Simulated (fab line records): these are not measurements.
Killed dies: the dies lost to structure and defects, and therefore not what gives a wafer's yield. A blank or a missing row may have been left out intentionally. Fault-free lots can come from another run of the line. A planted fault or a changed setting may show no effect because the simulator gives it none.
What tool caused it? :: flow n5Finfet :: 11 lots with 33 wafers sampled at 3 steps, on a route of 1938 steps

WHAT EACH GAUGE READ, for each wafer
N5_BEOL_M14_THK_MEAS_01. Usual: M14_ILD_THK gives 1120 nm (standard deviation 14).
lot: L698
measured: day 11 20:16
on: filmMetro-02
M14_ILD_THK (nm): 1118 1141 1134
flag: 

lot: L700
measured: day 11 20:55
on: filmMetro-02
M14_ILD_THK (nm): 1112 1127 1127
flag: 

lot: L702
measured: day 12 06:13
on: filmMetro-02
M14_ILD_THK (nm): 1132 1127 1144
flag: 

lot: L701
measured: day 12 06:27
on: filmMetro-02
M14_ILD_THK (nm): 1114 1120 1142
flag: 

lot: L703
measured: day 12 06:34
on: filmMetro-02
M14_ILD_THK (nm): 1123 1088 1111
flag: 

lot: L705
measured: day 13 08:07
on: filmMetro-02
M14_ILD_THK (nm): 1117 1122 1127
flag: 

lot: L708
measured: day 14 03:13
on: filmMetro-01
M14_ILD_THK (nm): 1115 1126 1123
flag: 

lot: L709
measured: day 14 05:52
on: filmMetro-01
M14_ILD_THK (nm): 1105 1118 1124
flag: 

lot: L719
measured: day 16 02:53
on: filmMetro-01
M14_ILD_THK (nm): 1102 1111 1133
flag: 

lot: L717
measured: day 16 12:30
on: filmMetro-01
M14_ILD_THK (nm): 1117 1135 1139
flag: 

lot: L721
measured: day 16 22:04
on: filmMetro-02
M14_ILD_THK (nm): 1128 1131 1120
flag: 

N5_BEOL_M14_OVL_MEAS_11. Usual: V13_OVL gives 6 nm (standard deviation 6.8).
lot: L698
measured: day 11 20:36
on: overlay-02
V13_OVL (nm): 6 11 0
flag: 

lot: L700
measured: day 11 21:23
on: overlay-02
V13_OVL (nm): 17 10 11
flag: 

lot: L702
measured: day 12 06:40
on: overlay-01
V13_OVL (nm): 5 2 5
flag: 

lot: L701
measured: day 12 06:55
on: overlay-02
V13_OVL (nm): 8 4 6
flag: 

lot: L703
measured: day 12 07:05
on: overlay-01
V13_OVL (nm): -4 -3 -8
flag: 

lot: L705
measured: day 13 08:27
on: overlay-02
V13_OVL (nm): 22 15 21
flag: 

lot: L708
measured: day 14 03:40
on: overlay-02
V13_OVL (nm): 3 0 -6
flag: 

lot: L709
measured: day 14 06:19
on: overlay-02
V13_OVL (nm): 14 4 -4
flag: 

lot: L719
measured: day 16 03:13
on: overlay-01
V13_OVL (nm): 3 5 7
flag: 

lot: L717
measured: day 16 12:58
on: overlay-01
V13_OVL (nm): 6 10 20
flag: 

lot: L721
measured: day 16 22:23
on: overlay-02
V13_OVL (nm): 4 14 7
flag: 

WHAT TOOL EACH LOT RAN ON (gives the tool, then ch and the chambers of the sampled wafers, and finally the start)
lot: L698
N5_BEOL_M14_ILD_DEP_00: pecvd-03 ch 0,1,2, day 11 20:04

lot: L700
N5_BEOL_M14_ILD_DEP_00: pecvd-03 ch 0,1, day 11 20:44

lot: L702
N5_BEOL_M14_ILD_DEP_00: pecvd-01 ch 0,1,2, day 12 06:06

lot: L701
N5_BEOL_M14_ILD_DEP_00: pecvd-01 ch 0,2, day 12 06:16

lot: L703
N5_BEOL_M14_ILD_DEP_00: pecvd-02 ch 0,1, day 12 06:23

lot: L705
N5_BEOL_M14_ILD_DEP_00: pecvd-02 ch 0,2, day 13 07:55

lot: L708
N5_BEOL_M14_ILD_DEP_00: pecvd-02 ch 1,2, day 14 03:01

lot: L709
N5_BEOL_M14_ILD_DEP_00: pecvd-02 ch 0,2, day 14 05:40

lot: L719
N5_BEOL_M14_ILD_DEP_00: pecvd-01 ch 0,1, day 16 02:41

lot: L717
N5_BEOL_M14_ILD_DEP_00: pecvd-02 ch 1,2, day 16 12:19

lot: L721
N5_BEOL_M14_ILD_DEP_00: pecvd-01 ch 0,1,2, day 16 21:57
- N5_BEOL_M14_ILD_DEP_00: deposits SiO2 from TEOS/O2, target thk 1119.3 nm, time 237.4 s.

AS READ BY THE TOOLS THEMSELVES (means over the sampled wafers that have a number; for cases with no such wafer, the mark the record gives instead)
N5_BEOL_M14_ILD_DEP_00. Usual: heaterPowerW 635 W, standard deviation 110; showerheadPlenumPTorr 8.32 Torr, standard deviation 0.062; throttleValvePct 18.5 %, standard deviation 0.92.
lot: L698
tool: pecvd-03
heaterPowerW (W): 556
showerheadPlenumPTorr (Torr): 8.37
throttleValvePct (%): 18.2
flag: 

lot: L700
tool: pecvd-03
heaterPowerW (W): 556
showerheadPlenumPTorr (Torr): 8.34
throttleValvePct (%): 18.4
flag: 

lot: L702
tool: pecvd-01
heaterPowerW (W): 567
showerheadPlenumPTorr (Torr): 8.32
throttleValvePct (%): 18.8
flag: 

lot: L701
tool: pecvd-01
heaterPowerW (W): 585
showerheadPlenumPTorr (Torr): 8.27
throttleValvePct (%): 18.6
flag: 

lot: L703
tool: pecvd-02
heaterPowerW (W): 772
showerheadPlenumPTorr (Torr): 8.30
throttleValvePct (%): 18.8
flag: 

lot: L705
tool: pecvd-02
heaterPowerW (W): 775
showerheadPlenumPTorr (Torr): 8.30
throttleValvePct (%): 18.9
flag: 

lot: L708
tool: pecvd-02
heaterPowerW (W): 684
showerheadPlenumPTorr (Torr): 8.32
throttleValvePct (%): 17.6
flag: 

lot: L709
tool: pecvd-02
heaterPowerW (W): 750
showerheadPlenumPTorr (Torr): 8.33
throttleValvePct (%): 18.4
flag: 

lot: L719
tool: pecvd-01
heaterPowerW (W): 605
showerheadPlenumPTorr (Torr): 8.37
throttleValvePct (%): 19.4
flag: 

lot: L717
tool: pecvd-02
heaterPowerW (W): 667
showerheadPlenumPTorr (Torr): 8.33
throttleValvePct (%): 17.6
flag: 

lot: L721
tool: pecvd-01
heaterPowerW (W): 541
showerheadPlenumPTorr (Torr): 8.32
throttleValvePct (%): 18.9
flag: 

THE ANSWER, worked out from the rows above alone
Rule: a lot is off if the mean of its wafers that have a number lies more than 3 standard deviations from the usual mean. A lot without any number at a reading at which 4 lots or more have one is off too. The other lots that the step has rows for count as sound. The gauges are gone through in route order, then the tools' own readings, and for those a lot's mean is taken as printed above. The first step at which some lot is off is used, and at that step the reading that is off furthest; a lot without a number counts as furthest.
None of the lots is off at any reading shown; this tells nothing.

WHAT WAS PUT IN BY THE SIMULATOR
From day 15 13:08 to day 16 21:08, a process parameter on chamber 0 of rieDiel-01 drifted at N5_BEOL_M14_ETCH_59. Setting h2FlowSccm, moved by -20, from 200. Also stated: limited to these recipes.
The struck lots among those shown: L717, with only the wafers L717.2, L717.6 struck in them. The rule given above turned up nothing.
